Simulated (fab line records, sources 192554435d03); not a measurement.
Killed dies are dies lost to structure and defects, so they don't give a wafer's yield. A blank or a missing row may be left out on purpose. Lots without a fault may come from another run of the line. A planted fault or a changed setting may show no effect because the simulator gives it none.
Split-lot experiment | flow n5_finfet | 7 lots, 39 wafers read, on a route of 1938 steps

THE SPLIT
At N5_MOL_CONTACT_COAG_EXPOSE_81 (exposes mask VG, defocus 0 nm), the setting dose_mj was moved away from the recipe's 59.5 on 15 of the 39 wafers read, by -4.2% to +6.8%. The other wafers ran this setting at the recipe's value.

FROM THE SPLIT TO THE READING: what the file shows between them, 2 steps
- N5_MOL_CONTACT_COAG_PEB_82: peb time 60 s
- N5_MOL_CONTACT_COAG_DEVELOP_83: develop time 30 s

THE READING
cd_nm, in nm, at N5_MOL_CONTACT_COAG_CD_MEAS_84 (target cd 25.1 nm). Fault-free wafers of this fab line usually give 25.04 nm, standard deviation 0.23 nm.

wafer  | tool, chamber at the split | dose_mj as run | against the recipe | cd_nm, nm | against lot-mates on the recipe
L078.1 | euv_scanner-01, 0          | 59.5           | recipe             | 25.30     | -
L078.3 | euv_scanner-01, 0          | 59.5           | recipe             | 25.40     | -
L078.4 | euv_scanner-01, 0          | 59.5           | recipe             | 25.11     | -
L079.1 | euv_scanner-02, 0          | 59.5           | recipe             | 25.21     | -
L079.2 | euv_scanner-02, 0          | 63.39          | +6.5%              | 26.34     | +1.30
L079.3 | euv_scanner-02, 0          | 59.5           | recipe             | 25.23     | -
L079.4 | euv_scanner-02, 0          | 63.39          | +6.5%              | 26.31     | +1.27
L079.5 | euv_scanner-02, 0          | 63.39          | +6.5%              | 26.40     | +1.36
L079.6 | euv_scanner-02, 0          | 59.5           | recipe             | 24.67     | -
L082.1 | euv_scanner-02, 0          | 59.5           | recipe             | 24.80     | -
L082.2 | euv_scanner-02, 0          | 62.46          | +5.0%              | 25.76     | +0.83
L082.3 | euv_scanner-02, 0          | 59.5           | recipe             | 24.72     | -
L082.4 | euv_scanner-02, 0          | 62.46          | +5.0%              | 25.76     | +0.83
L082.5 | euv_scanner-02, 0          | 59.5           | recipe             | 25.26     | -
L082.6 | euv_scanner-02, 0          | 62.46          | +5.0%              | 26.13     | +1.20
L088.1 | euv_scanner-01, 0          | 59.5           | recipe             | 25.06     | -
L088.2 | euv_scanner-01, 0          | 59.5           | recipe             | 25.06     | -
L088.3 | euv_scanner-01, 0          | 59.5           | recipe             | 25.07     | -
L088.4 | euv_scanner-01, 0          | 59.5           | recipe             | 24.79     | -
L088.5 | euv_scanner-01, 0          | 59.5           | recipe             | 24.98     | -
L088.6 | euv_scanner-01, 0          | 59.5           | recipe             | 25.35     | -
L092.1 | euv_scanner-02, 0          | 59.5           | recipe             | 24.84     | -
L092.2 | euv_scanner-02, 0          | 63.52          | +6.8%              | 26.34     | +1.44
L092.3 | euv_scanner-02, 0          | 63.52          | +6.8%              | 26.24     | +1.34
L092.4 | euv_scanner-02, 0          | 63.52          | +6.8%              | 26.20     | +1.30
L092.5 | euv_scanner-02, 0          | 59.5           | recipe             | 25.00     | -
L092.6 | euv_scanner-02, 0          | 59.5           | recipe             | 24.87     | -
L094.1 | euv_scanner-01, 0          | 59.5           | recipe             | 25.40     | -
L094.2 | euv_scanner-01, 0          | 59.5           | recipe             | 25.27     | -
L094.3 | euv_scanner-01, 0          | 61.82          | +3.9%              | 25.68     | +0.43
L094.4 | euv_scanner-01, 0          | 61.82          | +3.9%              | 25.85     | +0.60
L094.5 | euv_scanner-01, 0          | 59.5           | recipe             | 25.07     | -
L094.6 | euv_scanner-01, 0          | 61.82          | +3.9%              | 26.25     | +1.00
L095.1 | euv_scanner-02, 0          | 59.5           | recipe             | 24.67     | -
L095.2 | euv_scanner-02, 0          | 56.99          | -4.2%              | 23.96     | -1.20
L095.3 | euv_scanner-02, 0          | 59.5           | recipe             | 25.58     | -
L095.4 | euv_scanner-02, 0          | 59.5           | recipe             | 25.23     | -
L095.5 | euv_scanner-02, 0          | 56.99          | -4.2%              | 24.43     | -0.73
L095.6 | euv_scanner-02, 0          | 56.99          | -4.2%              | 24.41     | -0.75

THE FIT
A straight line over all 39 wafers: cd_nm changes by +0.185 nm for each +1% of dose_mj; r = +0.93; the points scatter about the line by 0.23 nm.
The same after taking each lot's own level away (the mean of its wafers on the recipe; 39 wafers): +0.2 nm for each +1%; r = +0.95; scatter 0.2 nm.
On that fit, the largest move of dose_mj shifts the reading by 1.3 nm.
The lots' own levels span 24.903 to 25.270 nm, that is 1.6 times the standard deviation above.
So the lot-to-lot level changes the slope little: the two slopes agree.
Check: with one of the wafers moved furthest among these (+6.8%) left out of the fit, the line predicts +1.32 nm for it against its lot-mates. It came out at +1.44 nm against them.

OTHER SPLITS ON THESE WAFERS
These wafers also went through other splits before the reading. Each is held against what the fit with the lots' levels taken away leaves over:
other split on the same wafers        | wafers away from the commonest value | r with cd_nm (lot level and that fit taken away)
N5_WELL_APT_EXPOSE_05 dose_mj         | 15                                   | +0.17
N5_FIN_SAQP_HM_DEP_72 target_thk_a    | 15                                   | -0.25
N5_SD_EPI_N_LINER_46 target_thk_a     | 15                                   | +0.01
N5_MOL_CONTACT_COAG_ALD_20 ald_cycles | 15                                   | -0.01

THE FILE'S OWN FIT
cd_nm changes by +0.198 nm for each +1% of dose_mj, r = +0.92.
